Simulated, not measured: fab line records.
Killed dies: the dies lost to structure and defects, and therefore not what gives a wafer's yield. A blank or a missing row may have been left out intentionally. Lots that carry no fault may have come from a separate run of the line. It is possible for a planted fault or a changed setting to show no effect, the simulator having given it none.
Chamber matching :: flow n5Finfet :: N5_BEOL_M8_ETCH_72 on rieDiel-01: 4 sister chambers
The step etches underlayer in N2/H2, target depth 6.5 nm, time 5.2 s. 14 wafers are shown with their chamber, then 7 later ones without.

== WAFERS WITH THEIR CHAMBER ==
wafer: L074.1
chamber: 3
drypumpMotorCurrentA (A): 5.6
showerheadPlenumPTorr (Torr): 2.55
rfVppV (V): 523.1

wafer: L074.5
chamber: 0
drypumpMotorCurrentA (A): 5.8
showerheadPlenumPTorr (Torr): 2.59
rfVppV (V): 524.4

wafer: L074.6
chamber: 1
drypumpMotorCurrentA (A): 5.1
showerheadPlenumPTorr (Torr): 2.63
rfVppV (V): 525.5

wafer: L077.1
chamber: 2
drypumpMotorCurrentA (A): 5.9
showerheadPlenumPTorr (Torr): 2.69
rfVppV (V): 527.3

wafer: L077.4
chamber: 3
drypumpMotorCurrentA (A): 5.6
showerheadPlenumPTorr (Torr): 2.54
rfVppV (V): 523.1

wafer: L077.5
chamber: 3
drypumpMotorCurrentA (A): 5.6
showerheadPlenumPTorr (Torr): 2.54
rfVppV (V): 522.9

wafer: L081.1
chamber: 2
drypumpMotorCurrentA (A): 5.9
showerheadPlenumPTorr (Torr): 2.68
rfVppV (V): 527.9

wafer: L081.3
chamber: 1
drypumpMotorCurrentA (A): 5.0
showerheadPlenumPTorr (Torr): 2.62
rfVppV (V): 524.2

wafer: L081.6
chamber: 2
drypumpMotorCurrentA (A): 5.9
showerheadPlenumPTorr (Torr): 2.68
rfVppV (V): 528.9

wafer: L088.3
chamber: 3
drypumpMotorCurrentA (A): 5.6
showerheadPlenumPTorr (Torr): 2.53
rfVppV (V): 523.9

wafer: L088.4
chamber: 1
drypumpMotorCurrentA (A): 5.0
showerheadPlenumPTorr (Torr): 2.62
rfVppV (V): 525.5

wafer: L088.5
chamber: 1
drypumpMotorCurrentA (A): 5.0
showerheadPlenumPTorr (Torr): 2.62
rfVppV (V): 525.8

wafer: L089.2
chamber: 1
drypumpMotorCurrentA (A): 5.0
showerheadPlenumPTorr (Torr): 2.62
rfVppV (V): 526.6

wafer: L089.3
chamber: 2
drypumpMotorCurrentA (A): 5.9
showerheadPlenumPTorr (Torr): 2.68
rfVppV (V): 528.0

SIGNATURES, as means of the wafers listed above
reading: drypumpMotorCurrentA
chamber 0: 5.800
chamber 1: 5.020
chamber 2: 5.900
chamber 3: 5.600
scatter within a chamber: 0.0283

reading: showerheadPlenumPTorr
chamber 0: 2.5900
chamber 1: 2.6220
chamber 2: 2.6825
chamber 3: 2.5400
scatter within a chamber: 0.00596

reading: rfVppV
chamber 0: 524.400
chamber 1: 525.520
chamber 2: 528.025
chamber 3: 523.250
scatter within a chamber: 0.699
Rule: for a wafer and a chamber, the distance is found by dividing, reading by reading, the gap between the wafer's reading and the chamber's mean by the reading's scatter, squaring, summing and taking the root. If the next closest chamber is less than 2 further off than the closest, the wafer can't be placed; otherwise it belongs to the closest. The scatter: the root of (the sum of the squares of (reading less its chamber's mean) over the shown wafers, divided by (wafers less chambers)).

== WAFERS MISSING THEIR CHAMBER ==
wafer: L089.5
drypumpMotorCurrentA (A): 5.6
showerheadPlenumPTorr (Torr): 2.53
rfVppV (V): 523.1

wafer: L087.1
drypumpMotorCurrentA (A): 5.0
showerheadPlenumPTorr (Torr): 2.62
rfVppV (V): 524.0

wafer: L087.2
drypumpMotorCurrentA (A): 5.9
showerheadPlenumPTorr (Torr): 2.68
rfVppV (V): 527.0

wafer: L087.5
drypumpMotorCurrentA (A): 5.6
showerheadPlenumPTorr (Torr): 2.53
rfVppV (V): 523.0

wafer: L091.2
drypumpMotorCurrentA (A): 5.9
showerheadPlenumPTorr (Torr): 2.67
rfVppV (V): 530.0

wafer: L091.5
drypumpMotorCurrentA (A): 5.0
showerheadPlenumPTorr (Torr): 2.61
rfVppV (V): 523.4

wafer: L091.6
drypumpMotorCurrentA (A): 5.8
showerheadPlenumPTorr (Torr): 2.57
rfVppV (V): 524.7

== THE CHAMBER EACH PASSED THROUGH ==
wafer: L089.5
from the rows above: 3
in truth: 3

wafer: L087.1
from the rows above: 1
in truth: 1

wafer: L087.2
from the rows above: 2
in truth: 2

wafer: L087.5
from the rows above: 3
in truth: 3

wafer: L091.2
from the rows above: 2
in truth: 2

wafer: L091.5
from the rows above: 1
in truth: 1

wafer: L091.6
from the rows above: 0
in truth: 0
7 of 7 placed correctly. Left unplaced by these rows: 0. 0 placed wrongly.
